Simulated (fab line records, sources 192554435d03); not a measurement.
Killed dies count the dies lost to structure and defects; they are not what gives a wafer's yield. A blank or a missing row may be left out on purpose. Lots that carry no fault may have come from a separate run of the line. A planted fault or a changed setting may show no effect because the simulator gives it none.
What tool caused it? | flow n5Finfet | Sampling: 11 lots, 33 wafers, 5 of 1938 route steps

== WHAT THE GAUGES READ, wafer by wafer ==
N5_BEOL_M10_THK_MEAS_53: measures by xrf.
lot  | measured     | on           | M10_THK (nm)
L824 | day 10 17:15 | filmMetro-02 | 143.6 141.9 142.7
L825 | day 10 18:44 | filmMetro-02 | 145.9 148.5 145.0
L823 | day 10 20:51 | filmMetro-02 | 140.0 145.2 142.1
L826 | day 11 01:22 | filmMetro-02 | 142.3 142.9 148.2
L827 | day 11 01:52 | filmMetro-01 | 148.7 144.6 143.3
L829 | day 12 01:10 | filmMetro-02 | 142.2 140.6 141.7
L832 | day 12 18:23 | filmMetro-01 | 143.5 141.3 143.7
L833 | day 13 01:52 | filmMetro-02 | 140.7 142.8 143.1
L841 | day 15 02:12 | filmMetro-01 | 144.0 140.4 140.3
L843 | day 16 01:08 | filmMetro-02 | 147.2 143.8 144.0
L845 | day 16 01:39 | filmMetro-01 | 141.9 145.4 142.3

N5_BEOL_M10_RS_MEAS_57: uses a four-point probe to measure.
lot  | measured     | on           | M10_RS (ohm/sq)
L824 | day 10 17:25 | filmMetro-02 | 0.1496 0.1522 0.1501
L825 | day 10 18:52 | filmMetro-01 | 0.1499 0.1477 0.1515
L823 | day 10 20:59 | filmMetro-01 | 0.1544 0.1479 0.1518
L826 | day 11 01:29 | filmMetro-02 | 0.1485 0.1487 0.1437
L827 | day 11 01:59 | filmMetro-01 | 0.1446 0.1491 0.1503
L829 | day 12 01:20 | filmMetro-01 | 0.1530 0.1561 0.1540
L832 | day 12 18:31 | filmMetro-02 | 0.1511 0.1539 0.1520
L833 | day 13 02:00 | filmMetro-01 | 0.1527 0.1518 0.1499
L841 | day 15 02:20 | filmMetro-01 | 0.1478 0.1512 0.1527
L843 | day 16 01:17 | filmMetro-02 | 0.1465 0.1509 0.1507
L845 | day 16 01:47 | filmMetro-01 | 0.1532 0.1498 0.1526

N5_BEOL_M11_OVL_MEAS_12.
lot  | measured     | on         | M11_OVL (nm)
L824 | day 10 20:19 | overlay-01 | 1.3 0.6 1.4
L825 | day 10 20:44 | overlay-01 | 0.5 0.0 -0.2
L823 | day 10 23:45 | overlay-01 | -1.1 0.5 0.6
L826 | day 11 03:56 | overlay-01 | 0.4 0.2 0.3
L827 | day 11 04:06 | overlay-02 | 1.3 -0.3 0.5
L829 | day 12 03:37 | overlay-02 | 1.8 0.5 0.9
L832 | day 12 20:26 | overlay-01 | 0.1 1.2 0.2
L833 | day 13 03:59 | overlay-02 | 0.5 -0.7 0.3
L841 | day 15 05:55 | overlay-02 | 12.2 11.6 12.0
L843 | day 16 05:29 | overlay-02 | 12.5 12.5 11.5
L845 | day 16 05:49 | overlay-01 | -1.1 -0.4 -1.0

== WHAT TOOL EACH LOT RAN ON (gives the tool, then ch and the chambers of the sampled wafers, and finally the start) ==
lot  | N5_BEOL_M10_SPUTTER_48      | N5_BEOL_M11_EXPOSE_08
L824 | pvdSputter-02, day 10 16:26 | arfiScanner-01 ch 0, day 10 20:09
L825 | pvdSputter-01, day 10 17:52 | arfiScanner-01 ch 0, day 10 20:35
L823 | pvdSputter-01, day 10 20:02 | arfiScanner-03 ch 0, day 10 23:35
L826 | pvdSputter-01, day 11 00:31 | arfiScanner-03 ch 0, day 11 03:47
L827 | pvdSputter-01, day 11 01:01 | arfiScanner-02 ch 0, day 11 03:56
L829 | pvdSputter-01, day 12 00:16 | arfiScanner-01 ch 0, day 12 03:27
L832 | pvdSputter-01, day 12 17:15 | arfiScanner-01 ch 0, day 12 20:16
L833 | pvdSputter-01, day 13 01:02 | arfiScanner-01 ch 0, day 13 03:50
L841 | pvdSputter-01, day 15 01:23 | arfiScanner-01 ch 0, day 15 05:46
L843 | pvdSputter-01, day 16 00:19 | arfiScanner-01 ch 0, day 16 05:20
L845 | pvdSputter-02, day 16 00:49 | arfiScanner-03 ch 0, day 16 05:40
- N5_BEOL_M10_SPUTTER_48: material Cu, target thk 12 nm, time 2 s.
- N5_BEOL_M11_EXPOSE_08: exposes mask M11.

== WHAT THE TOOLS THEMSELVES READ (means of the sampled wafers that have a number; where no wafer has one, the mark that the record gives instead) ==
N5_BEOL_M10_SPUTTER_48.
lot  | tool          | biasV (V) | substrateTempC (C) | throttleValvePct (%)
L824 | pvdSputter-02 | 59.8      | -19.95             | 30.4
L825 | pvdSputter-01 | 60.2      | -20.06             | 30.0
L823 | pvdSputter-01 | 60.3      | -19.95             | 30.0
L826 | pvdSputter-01 | 60.3      | -19.91             | 30.4
L827 | pvdSputter-01 | 59.8      | -20.02             | 30.5
L829 | pvdSputter-01 | 60.6      | -20.06             | 30.2
L832 | pvdSputter-01 | 59.8      | -19.95             | 30.3
L833 | pvdSputter-01 | 59.7      | -20.06             | 29.9
L841 | pvdSputter-01 | 59.7      | -19.98             | 30.0
L843 | pvdSputter-01 | 60.2      | -19.99             | 29.9
L845 | pvdSputter-02 | 60.5      | -19.96             | 29.4

N5_BEOL_M11_EXPOSE_08.
lot  | tool           | stageVelMmS (mm/s)
L824 | arfiScanner-01 | 500.13
L825 | arfiScanner-01 | 499.76
L823 | arfiScanner-03 | 499.99
L826 | arfiScanner-03 | 499.82
L827 | arfiScanner-02 | 500.22
L829 | arfiScanner-01 | 499.71
L832 | arfiScanner-01 | 500.00
L833 | arfiScanner-01 | 500.08
L841 | arfiScanner-01 | 499.70
L843 | arfiScanner-01 | 500.04
L845 | arfiScanner-03 | 500.17

== THE ANSWER, worked out from the rows above alone ==
Rule: the usual values come from the lots themselves. The widest of any qualifying gaps counts: lots, ordered by their means at a reading, are off when they make up no more than a third of the lots, leave a main group of 4 or more, and stand apart from it by 3 or more times the standard deviation of that group's means. A main group is skipped when, at the precision printed for the reading in the tables above, its means are all equal. A lot without any number at a reading at which 4 lots or more have one is off too. All remaining lots with rows at the step are treated as sound. Order of review: gauges by route order, followed by the tools' own readings, for which a lot's mean as printed above is used. At the first step where some lot is off, the reading lying furthest off is the one used; lots without a number count as furthest.
Off: L841, L843, at N5_BEOL_M11_OVL_MEAS_12 (M11_OVL). Main group: mean 0.3 nm, sd 0.56.
A tool fits if, at a process step before that reading, it ran every lot that is off, and no sound lot after the first of them. Gauges at N5_BEOL_M11_OVL_MEAS_12: tried the same way as those tools. Can't be told from this: 3 tools fit, pvdSputter-01 at N5_BEOL_M10_SPUTTER_48, arfiScanner-01 at N5_BEOL_M11_EXPOSE_08, overlay-02 at N5_BEOL_M11_OVL_MEAS_12.

== WHAT THE SIMULATOR HAD INSERTED ==
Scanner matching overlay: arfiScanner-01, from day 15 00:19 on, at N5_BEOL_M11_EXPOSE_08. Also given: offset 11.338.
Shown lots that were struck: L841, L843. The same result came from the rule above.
